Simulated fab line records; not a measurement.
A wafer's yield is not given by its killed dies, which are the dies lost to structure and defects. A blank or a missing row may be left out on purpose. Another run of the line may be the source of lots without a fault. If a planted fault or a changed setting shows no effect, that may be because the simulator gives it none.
Chamber matching | flow n5 finfet | 4 sister chambers for N5_BEOL_M5_STRIP_64 on rie diel-06
The step strips in CF4. 4 wafers are shown with their chamber, then 8 later ones without.

== WAFERS PAIRED WITH THEIR CHAMBERS ==
wafer  | chamber | drypump motor current A (A)
L086.4 | 1       | 5.97
L085.1 | 3       | 5.05
L085.6 | 0       | 5.46
L088.1 | 2       | 6.00

== WAFERS WITHOUT THEIR CHAMBER ==
wafer  | drypump motor current A (A)
L088.2 | 5.42
L088.5 | 5.44
L092.1 | 5.96
L092.3 | 5.07
L092.5 | 5.98
L097.2 | 5.43
L097.4 | 5.46
L097.6 | 5.96

== THE CHAMBER EACH PASSED THROUGH ==
wafer  | from the rows above     | in truth
L088.2 | 0                       | 0
L088.5 | 0                       | 0
L092.1 | can't be placed: 1 or 2 | 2
L092.3 | 3                       | 3
L092.5 | can't be placed: 1 or 2 | 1
L097.2 | 0                       | 0
L097.4 | 0                       | 0
L097.6 | can't be placed: 1 or 2 | 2
Placed correctly: 5 of 8. Can't be placed from these rows: 3 (the true chamber is among the candidates in 3). Wrongly placed: 0.
How it was worked out, from the rows above alone: a wafer's distance from a chamber is the root of the sum, over the readings, of the square of ((its reading less the chamber's mean) divided by the reading's scatter). The wafer belongs to the nearest chamber; if the next one is less than 2 further off, it can't be placed. A chamber's mean is the mean of its shown wafers. The scatter: with one shown wafer a chamber, the root of the mean of the squares of how far each hidden wafer lies from its nearest shown one.
